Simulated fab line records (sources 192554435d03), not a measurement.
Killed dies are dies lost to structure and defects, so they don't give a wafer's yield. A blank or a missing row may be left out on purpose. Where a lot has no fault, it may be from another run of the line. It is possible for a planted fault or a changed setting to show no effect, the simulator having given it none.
Struck lot and sound lot, side by side / flow n5Finfet / 14 steps out of a route of 1938
Sound: the wafers L491.1, L491.3, L491.4. The struck wafers were L507.2, L507.4, L507.6. The cause comes at the end.
Per side, at each step with rows, come the tool, then ch with its chambers, and then its first start. Under that, the readings that differ: sound wafers / struck wafers / difference of the means / sigmas: that difference in standard deviations of wafers without a fault.
alike: a reading whose means differ by less than 2 such deviations, as well as words and numbers matching on both sides. not compared: withheld readings; readings where some wafer has no value; bounds like >300 that might hide an equal value; numbers whose values overlap and for which the record gives no deviation.
The two part at a step that has a row with sigmas, a row that says differs or no value, or rows on one side only. When numbers do not overlap yet have no deviation, they are printed without sigmas and do not part them. A reading missing from all wafers of one side parts the sides only when that side holds two or more wafers.

N5_MIM_BOT_ETCH_ETCH_00: etches TiN in Cl2/BCl3, target depth 45.5 nm.
  sound on rieMetal-03 ch 0,1, day 13 10:27; struck on rieMetal-01 ch 0,1, day 17 11:48
reading=oesProductAu (a.u.); sound=0.85 0.85 0.80; struck=0.74 0.74 0.73; difference=-0.10; sigmas=-2
  alike: bcl3FlowSccm, biasW, drypumpMotorCurrentA, rfFwdPowerW, throttleValvePct
  not compared: rfHoursCounterH
N5_MIM_BOT_ETCH_STRIP_01: strips in O2.
  sound on rieDiel-02 ch 0,1,2, day 13 10:35; struck on rieDiel-02 ch 0,2, day 17 11:56
  alike: drypumpMotorCurrentA, oesProductAu, rfVppV, showerheadPlenumPTorr, throttleValvePct
  not compared: rfHoursCounterH
then, 3 steps without rows for these wafers: N5_MIM_BOT_ETCH_STRIP_02 (strips in post etch residue remover, time 1200 s); N5_MIM_BOT_ETCH_CLEAN_05 (cleans in IPA, time 180 s); N5_MIM_BOT_ETCH_SRD_06 (time 30 s).
N5_PASSIVATION_PECVD_55: deposits SiO2 from SiH4/N2O, target thk 400 nm, time 22.5 s.
  sound on pecvd-02 ch 0,1, day 13 11:06; struck on pecvd-01 ch 1,2, day 17 12:29
  alike: chamberPressureTorr, heaterPowerW, rfFwdPowerW, showerheadPlenumPTorr, susceptorTempC, throttleValvePct
N5_PASSIVATION_PECVD_01: deposits SiNx from SiH4/NH3/N2, target thk 200 nm, time 43.2 s.
  sound on pecvd-02 ch 0,1, day 13 11:08; struck on pecvd-01 ch 1,2, day 17 12:31
  alike: chamberPressureTorr, heaterPowerW, rfFwdPowerW, showerheadPlenumPTorr, susceptorTempC, throttleValvePct
then, 5 steps without rows for these wafers: N5_PASSIVATION_HMDS_03 (time 60 s); N5_PASSIVATION_COAT_04; N5_PASSIVATION_EBR_06; N5_PASSIVATION_SOFTBAKE_05 (time 90 s); N5_PASSIVATION_EXPOSE_07 (exposes mask TV, defocus 0 nm, target cd 3000 nm).
N5_PASSIVATION_PEB_08:
  sound on lithoTrack-05 ch 0, day 13 11:22; struck on lithoTrack-03, day 17 16:16
reading=exhaustPa (Pa); sound=45.4 46.4 44.4; struck=- - -; difference=no value on the struck wafers; sigmas=
  not compared: chillPlateTempC, pebTimeS, resistLineTempC
then, 1 step without rows for these wafers: N5_PASSIVATION_DEVELOP_09 (develop time 60 s).

## WHERE THEY PART
First at N5_MIM_BOT_ETCH_ETCH_00; last, within this record, at N5_PASSIVATION_PEB_08.

WHY: what had been put in by the simulator
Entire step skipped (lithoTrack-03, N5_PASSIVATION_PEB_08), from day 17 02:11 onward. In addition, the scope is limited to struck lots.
